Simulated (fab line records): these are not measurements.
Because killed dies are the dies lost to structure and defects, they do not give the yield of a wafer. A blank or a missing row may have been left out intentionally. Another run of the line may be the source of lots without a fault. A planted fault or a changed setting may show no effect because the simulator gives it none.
One fault seen from 2 desks / flow n5_finfet / every desk sees just its own numbers, and what lay behind them comes last

== AT THE METROLOGY DESK ==
What the gauges read, lot by lot, whatever tool the lot ran on: means of the sampled wafers that have a number. Marked OUT: a lot whose mean sits more than 4 standard deviations from the usual mean, which makes it out of limits; the brackets give that distance. Readings shown: 7 of its 10, picked as those furthest out on some lot.
Columns: A = DIBL_N at N5_BEOL_M4_RC_MEAS_101, usual 36.3 mV/V; B = DIBL_P at N5_BEOL_M4_RC_MEAS_101, usual 36.3 mV/V; C = IOFF_N at N5_BEOL_M4_RC_MEAS_101, usual 0.16 nA/um; D = IOFF_P at N5_BEOL_M4_RC_MEAS_101, usual 0.21 nA/um; E = SS_N at N5_BEOL_M4_RC_MEAS_101, usual 71.6 mV/dec; F = SS_P at N5_BEOL_M4_RC_MEAS_101, usual 73.3 mV/dec; G = VT_N at N5_BEOL_M4_RC_MEAS_101, usual 250 mV
lot=L891; first seen here=day 8 00:26; A=36.3; B=34.9; C=0.14; D=0.20; E=71.6; F=72.7; G=251
lot=L893; first seen here=day 8 07:41; A=32.4; B=31.6; C=0.10; D=0.15; E=70.0; F=72.0; G=257
lot=L894; first seen here=day 8 16:58; A=33.8; B=32.7; C=0.12; D=0.15; E=70.9; F=72.9; G=254
lot=L896; first seen here=day 9 05:11; A=37.0; B=35.9; C=0.17; D=0.19; E=72.2; F=73.8; G=251
lot=L903; first seen here=day 11 20:07; A=38.5; B=37.3; C=0.16; D=0.21; E=72.0; F=73.3; G=250
lot=L901; first seen here=day 11 21:26; A=37.0; B=38.0; C=0.17; D=0.23; E=71.4; F=73.8; G=250
lot=L906; first seen here=day 12 22:51; A=34.9; B=35.6; C=0.15; D=0.21; E=71.2; F=72.9; G=251
lot=L907; first seen here=day 13 14:58; A=36.6; B=37.7; C=0.16; D=0.22; E=71.3; F=73.1; G=249
lot=L910; first seen here=day 13 20:22; A=36.7; B=36.7; C=0.17; D=0.19; E=71.3; F=73.2; G=250
lot=L914; first seen here=day 14 14:23; A=36.7; B=37.0; C=0.19; D=0.22; E=71.9; F=73.0; G=246
This desk found nothing out of limits on any of the 10 lots.

== THE TOOL OWNER'S DESK: litho_track-04 ==
The tool's own readings at N5_SDB_COAT_03 (time 60 s, resist thk 100 nm): means of the sampled wafers that have a number, for each lot that ran on this tool. Marked OUT: a lot whose mean sits more than 4 standard deviations from the usual mean, which makes it out of limits; the brackets give that distance.
Columns: A = heater_power_total_W at N5_SDB_COAT_03, usual 500.5 W; B = plate_temp_C at N5_SDB_COAT_03, usual 250.00 C
lot=L894; first seen here=day 4 12:57; A=501.2; B=249.82
lot=L896; first seen here=day 4 22:25; A=498.0; B=249.97
lot=L901; first seen here=day 6 07:59; A=499.9; B=250.11
lot=L903; first seen here=day 6 17:41; A=500.5; B=249.70
lot=L906; first seen here=day 7 12:10; A=851.6 (+99 or more) OUT; B=269.75 (+99 or more) OUT
lot=L910; first seen here=day 8 13:31; A=851.8 (+99 or more) OUT; B=270.06 (+99 or more) OUT
This desk's finding: out of limits on L906, L910; first on L906, day 7 12:10 (heater_power_total_W at N5_SDB_COAT_03). In limits: L894, L896, L901, L903.

== BROUGHT TOGETHER ==
An alarm could have come from the tool owner's desk at day 7 12:10, on L906, L910.
At the metrology desk, nothing out of limits was observed.
The metrology desk has L906, L910 on record, within its limits.
On litho_track-04, each named lot ran N5_SDB_COAT_03.

== WHAT THE SIMULATOR HAD INSERTED ==
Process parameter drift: litho_track-04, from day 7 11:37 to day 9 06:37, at N5_SDB_COAT_03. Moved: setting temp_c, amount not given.
Struck lots among those shown: L906, L910.
Each desk's first reading out of limits, in hours after the fault started: the tool owner's desk, 1.
